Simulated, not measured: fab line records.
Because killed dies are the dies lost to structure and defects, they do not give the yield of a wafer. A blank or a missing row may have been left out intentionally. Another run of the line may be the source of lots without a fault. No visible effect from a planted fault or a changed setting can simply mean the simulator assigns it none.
Split-lot study | flow n5 finfet | 7 lots, 21 wafers read, on a route of 1938 steps

== THE SPLIT ITSELF ==
At N5_BEOL_M2_EXPOSE_25 (exposes mask V1, defocus 5 nm), the setting dose mj was moved away from the recipe's 63 on 6 of the 21 wafers read, by -6.5% to +2.3%. This setting was run at the recipe's value on the other wafers.

== FROM THE SPLIT TO THE READING: what the file shows between them, 2 steps ==
- N5_BEOL_M2_PEB_26: peb time 60 s
- N5_BEOL_M2_DEVELOP_27: develop time 30 s

== THE READING ==
cd nm, in nm, at N5_BEOL_M2_CD_MEAS_28 (target cd 26.2 nm, target cd y 24.1 nm). Typical for fault-free wafers on this fab line: 26.33 nm, with standard deviation 0.25 nm.

wafer  | tool, chamber at the split | dose mj as run | against the recipe | cd nm, nm | against lot-mates on the recipe
L081.1 | euv scanner-01, 0          | 59.45          | -5.6%              | 25.59     | -0.68
L081.5 | euv scanner-01, 0          | 59.45          | -5.6%              | 25.41     | -0.86
L081.6 | euv scanner-01, 0          | 63             | recipe             | 26.27     | -
L077.3 | euv scanner-02, 0          | 63             | recipe             | 26.16     | -
L077.5 | euv scanner-02, 0          | 63             | recipe             | 26.24     | -
L077.6 | euv scanner-02, 0          | 63             | recipe             | 26.18     | -
L079.1 | euv scanner-01, 0          | 63             | recipe             | 26.53     | -
L079.3 | euv scanner-01, 0          | 63             | recipe             | 26.07     | -
L079.4 | euv scanner-01, 0          | 63             | recipe             | 25.96     | -
L080.2 | euv scanner-01, 0          | 63             | recipe             | 26.40     | -
L080.5 | euv scanner-01, 0          | 63             | recipe             | 26.40     | -
L080.6 | euv scanner-01, 0          | 63             | recipe             | 26.40     | -
L085.1 | euv scanner-01, 0          | 58.88          | -6.5%              | 24.71     | -1.63
L085.2 | euv scanner-01, 0          | 63             | recipe             | 26.34     | -
L085.5 | euv scanner-01, 0          | 58.88          | -6.5%              | 25.18     | -1.16
L086.1 | euv scanner-02, 0          | 63             | recipe             | 26.18     | -
L086.5 | euv scanner-02, 0          | 63             | recipe             | 26.55     | -
L086.6 | euv scanner-02, 0          | 61.66          | -2.1%              | 25.63     | -0.74
L088.1 | euv scanner-01, 0          | 64.45          | +2.3%              | 26.51     | +0.30
L088.2 | euv scanner-01, 0          | 63             | recipe             | 26.49     | -
L088.5 | euv scanner-01, 0          | 63             | recipe             | 25.93     | -

FIT RESULTS
A straight line over all 21 wafers: cd nm changes by +0.173 nm for each +1% of dose mj; r = +0.90; the points scatter about the line by 0.22 nm.
The same after taking each lot's own level away (the mean of its wafers on the recipe; 21 wafers): +0.181 nm for each +1%; r = +0.91; scatter 0.22 nm.
According to that fit, moving dose mj by its largest amount changes the reading by 1.2 nm.
From 26.187 to 26.400 nm: that is the span of the lots' own levels, equal to 0.9 times the standard deviation above.
The two slopes agree, so the slope changes little with the lot-to-lot level.
Check: -1.04 nm against its lot-mates is what the line predicts for one of the wafers moved furthest among these (-6.5%) when that wafer is left out of the fit. Against them it came out at -1.63 nm.

== FILE'S OWN FIT ==
cd nm changes by +0.186 nm for each +1% of dose mj, r = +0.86.
